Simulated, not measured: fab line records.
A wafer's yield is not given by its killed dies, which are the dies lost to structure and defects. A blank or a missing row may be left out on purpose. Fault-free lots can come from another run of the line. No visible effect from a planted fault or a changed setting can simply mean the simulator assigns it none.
Which of the tools did it? ; flow n5Finfet ; Sampling: 10 lots, 29 wafers, 5 of 1938 route steps

== WHAT THE GAUGES SHOWED, per wafer ==
N5_BEOL_M4_RC_MEAS_101.
lot;measured;on;DIBL_N (mV/V)
L906;day 9 21:16;prober-02;36.9 39.7 34.5
L907;day 9 01:44;prober-02;38.4 35.0 38.3
L913;day 10 12:25;prober-01;39.4 36.6 35.0
L915;day 11 03:56;prober-01;34.8 36.1 32.9
L918;day 12 22:55;prober-02;33.3 35.7 37.1
L921;day 13 07:41;prober-01;37.4 38.9 36.1
L924;day 15 16:10;prober-01;37.1 36.6 38.4
L923;day 15 13:55;prober-02;34.7 36.2 33.2
L925;day 15 09:31;prober-02;36.8 35.5
L927;day 15 18:07;prober-02;38.4 37.6 39.3

== EACH LOT AND THE TOOL THAT RAN IT (in order: tool; ch and the chambers of the sampled wafers; start) ==
lot;N5_BEOL_M2_SPUTTER_88;N5_BEOL_M2_ANNEAL_93;N5_BEOL_M2_SPUTTER_96;N5_BEOL_M3_ILD_DEP_00
L906;pvdSputter-03, day 7 12:52;pvdSputter-03, day 7 13:23;pvdSputter-03, day 7 13:44;pecvd-03 ch 1,2, day 7 14:51
L907;pvdSputter-02, day 7 16:50;pvdSputter-02, day 7 17:22;pvdSputter-02, day 7 17:43;pecvd-02 ch 0,1,2, day 7 18:50
L913;pvdSputter-02, day 9 01:50;pvdSputter-02, day 9 02:22;pvdSputter-02, day 9 02:43;pecvd-02 ch 0,2, day 9 03:50
L915;pvdSputter-03, day 9 19:40;pvdSputter-03, day 9 20:11;pvdSputter-03, day 9 20:33;pecvd-02 ch 0,1, day 9 21:51
L918;pvdSputter-02, day 10 12:39;pvdSputter-02, day 10 13:10;pvdSputter-02, day 10 13:32;pecvd-01 ch 0,1,2, day 10 14:42
L921;pvdSputter-03, day 10 21:01;pvdSputter-03, day 10 21:32;pvdSputter-03, day 10 21:53;pecvd-01 ch 0,1, day 10 23:00
L924;pvdSputter-01, day 12 16:36;pvdSputter-01, day 12 17:07;pvdSputter-01, day 12 17:29;pecvd-02 ch 0,1,2, day 12 19:00
L923;pvdSputter-03, day 12 20:28;pvdSputter-03, day 12 20:59;pvdSputter-03, day 12 21:21;pecvd-02 ch 0,1,2, day 12 22:29
L925;pvdSputter-01, day 13 02:35;pvdSputter-01, day 13 03:06;pvdSputter-01, day 13 03:28;pecvd-02 ch 0,1, day 13 04:34
L927;pvdSputter-02, day 14 00:52;pvdSputter-02, day 14 01:23;pvdSputter-02, day 14 01:44;pecvd-03 ch 0,1, day 14 02:59
- N5_BEOL_M2_SPUTTER_88: material Cu, target thk 4.5 nm, time 8.29 s.
- N5_BEOL_M2_ANNEAL_93: time 240 s.
- N5_BEOL_M2_SPUTTER_96: material Cu, target thk 4.5 nm, time 8.29 s.
- N5_BEOL_M3_ILD_DEP_00: deposits SiOC from DEMS/O2, target thk 79 nm, time 15.3 s.

== THE ANSWER, worked out from the rows above alone ==
Rule: the lots themselves supply what counts as usual. The widest of any qualifying gaps counts: lots, ordered by their means at a reading, are off when they make up no more than a third of the lots, leave a main group of 4 or more, and stand apart from it by 3 or more times the standard deviation of that group's means. Not used: any main group whose means are identical at the precision the tables above print for the reading. Also off: a lot with no number at a reading for which 4 or more lots have one. Where the step has rows for the other lots, those lots are counted as sound.
No lot is off on any of the readings shown, so nothing can be concluded from this.

== WHAT WAS PUT IN BY THE SIMULATOR ==
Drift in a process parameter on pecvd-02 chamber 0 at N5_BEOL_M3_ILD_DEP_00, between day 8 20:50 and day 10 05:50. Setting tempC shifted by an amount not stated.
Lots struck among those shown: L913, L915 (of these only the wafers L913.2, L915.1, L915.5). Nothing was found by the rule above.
